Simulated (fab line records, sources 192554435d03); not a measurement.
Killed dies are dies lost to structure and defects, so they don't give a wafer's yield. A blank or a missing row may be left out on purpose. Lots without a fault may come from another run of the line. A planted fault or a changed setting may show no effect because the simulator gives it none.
Chamber matching | flow n5_finfet | N5_BEOL_M11_DESCUM_33 on rie_diel-06: 4 sister chambers
The step chemistry O2, time 7.9 s. 4 wafers are shown with their chamber, then 12 later ones without.

WAFERS WITH THEIR CHAMBER
wafer  | chamber | showerhead_plenum_p_Torr (Torr)
L087.6 | 3       | 2.17
L090.3 | 2       | 2.21
L090.4 | 0       | 2.00
L090.6 | 1       | 2.03

WAFERS WITHOUT THEIR CHAMBER
wafer  | showerhead_plenum_p_Torr (Torr)
L093.1 | 2.02
L093.3 | 2.00
L093.4 | 2.21
L095.2 | 2.16
L095.3 | 2.21
L095.5 | 2.02
L094.1 | 2.16
L094.5 | 2.16
L094.6 | 2.00
L096.1 | 2.00
L096.2 | 2.16
L096.5 | 2.21

WHICH CHAMBER EACH WENT THROUGH
wafer  | from the rows above     | in truth
L093.1 | can't be placed: 1 or 0 | 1
L093.3 | 0                       | 0
L093.4 | 2                       | 2
L095.2 | 3                       | 3
L095.3 | 2                       | 2
L095.5 | can't be placed: 1 or 0 | 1
L094.1 | 3                       | 3
L094.5 | 3                       | 3
L094.6 | 0                       | 0
L096.1 | 0                       | 0
L096.2 | 3                       | 3
L096.5 | 2                       | 2
Placed correctly: 10 of 12. Can't be placed from these rows: 2 (the true chamber is among the candidates in 2). Placed wrongly: 0.
How it was worked out, from the rows above alone: a wafer's distance from a chamber is the root of the sum, over the readings, of the square of ((its reading less the chamber's mean) divided by the reading's scatter). The wafer belongs to the nearest chamber; if the next one is less than 2 further off, it can't be placed. A chamber's mean is the mean of its shown wafers. The scatter: with one shown wafer a chamber, the root of the mean of the squares of how far each hidden wafer lies from its nearest shown one.
